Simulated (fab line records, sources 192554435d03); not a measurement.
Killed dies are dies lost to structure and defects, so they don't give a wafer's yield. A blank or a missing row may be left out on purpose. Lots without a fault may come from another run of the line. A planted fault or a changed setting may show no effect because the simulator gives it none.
Chamber matching | flow n5_finfet | N5_HKMG_FIN_ALD_36 on ald_metal-03: 4 sister chambers
The step deposits TiN, target thk 1 nm, pulse time 1 s, purge time 3 s. 16 wafers are shown with their chamber, then 8 later ones without.

WAFERS WITH THEIR CHAMBER
wafer  | chamber | heater_power_w (W) | precursor_pulse_height_rel
L081.2 | 1       | 913                | 1.019
L081.4 | 2       | 917                | 1.015
L081.5 | 2       | 917                | 1.025
L082.1 | 1       | 894                | 1.016
L082.2 | 2       | 884                | 1.030
L082.5 | 1       | 901                | 0.996
L086.3 | 0       | 772                | 1.004
L086.4 | 2       | 929                | 1.009
L086.6 | 2       | 942                | 1.014
L088.1 | 3       | 850                | 1.010
L088.4 | 0       | 783                | 0.999
L088.6 | 2       | 905                | 0.986
L090.3 | 3       | 852                | 1.007
L090.4 | 1       | 891                | 1.011
L090.6 | 1       | 893                | 1.010
L094.2 | 0       | 814                | 0.953

SIGNATURES (means of the wafers above)
reading                    | chamber 0 | chamber 1 | chamber 2 | chamber 3 | scatter within a chamber
heater_power_w             | 789.67    | 898.40    | 915.67    | 851.00    | 16.5
precursor_pulse_height_rel | 0.98533   | 1.01040   | 1.01317   | 1.00850   | 0.016
Rule: a wafer's distance from a chamber is the root of the sum, over the readings, of the square of ((its reading less the chamber's mean) divided by the reading's scatter). The wafer belongs to the nearest chamber; if the next one is less than 2 further off, it can't be placed. The scatter: the root of (the sum of the squares of (reading less its chamber's mean) over the shown wafers, divided by (wafers less chambers)).

WAFERS WITHOUT THEIR CHAMBER
wafer  | heater_power_w (W) | precursor_pulse_height_rel
L094.3 | 903                | 0.990
L094.6 | 790                | 0.995
L092.4 | 867                | 1.037
L092.5 | 793                | 0.988
L092.6 | 908                | 0.995
L096.1 | 925                | 1.010
L096.3 | 799                | 1.023
L096.5 | 900                | 1.027

WHICH CHAMBER EACH WENT THROUGH
wafer  | from the rows above          | in truth
L094.3 | can't be placed: 1 or 2      | 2
L094.6 | 0                            | 0
L092.4 | can't be placed: 3 or 1 or 2 | 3
L092.5 | 0                            | 0
L092.6 | can't be placed: 1 or 2      | 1
L096.1 | can't be placed: 2 or 1      | 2
L096.3 | can't be placed: 0 or 3      | 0
L096.5 | can't be placed: 1 or 2      | 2
Placed correctly: 2 of 8. Can't be placed from these rows: 6 (the true chamber is among the candidates in 6). Placed wrongly: 0.
